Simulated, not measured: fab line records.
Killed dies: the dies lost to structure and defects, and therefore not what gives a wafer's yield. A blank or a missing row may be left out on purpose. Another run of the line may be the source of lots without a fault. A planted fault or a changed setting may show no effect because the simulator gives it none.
Chamber matching	flow n5_finfet	rie_diel-06 running N5_BEOL_M0_SAQP_HM_OPEN_112: 4 sister chambers
The step chemistry CHF3/O2, target SiO2, stops on a-Si, target depth 12 nm, time 13.5 s. 4 wafers are shown with their chamber, then 9 later ones without.

== WAFERS PAIRED WITH THEIR CHAMBERS ==
wafer	chamber	showerhead_plenum_p_Torr (Torr)
L079.6	0	2.41
L082.5	2	2.40
L085.3	3	2.35
L085.4	1	2.49

== WAFERS WHOSE CHAMBER IS MISSING ==
wafer	showerhead_plenum_p_Torr (Torr)
L087.1	2.49
L087.4	2.34
L087.5	2.40
L094.3	2.40
L094.4	2.34
L094.5	2.39
L097.2	2.39
L097.3	2.48
L097.5	2.39

== THE CHAMBER EACH PASSED THROUGH ==
wafer	from the rows above	in truth
L087.1	1	1
L087.4	3	3
L087.5	can't be placed: 2 or 0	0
L094.3	can't be placed: 2 or 0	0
L094.4	3	3
L094.5	can't be placed: 2 or 0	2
L097.2	can't be placed: 2 or 0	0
L097.3	1	1
L097.5	can't be placed: 2 or 0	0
Correct placement for 4 of the 9. Can't be placed from these rows: 5 (the true chamber is among the candidates in 5). Placed wrongly: 0.
How it was worked out, from the rows above alone: a wafer's distance from a chamber is the root of the sum, over the readings, of the square of ((its reading less the chamber's mean) divided by the reading's scatter). The wafer belongs to the nearest chamber; if the next one is less than 2 further off, it can't be placed. The mean given for a chamber averages the wafers shown for that chamber. The scatter: root of mean squared gap, hidden wafer to nearest shown wafer, with one shown wafer a chamber.
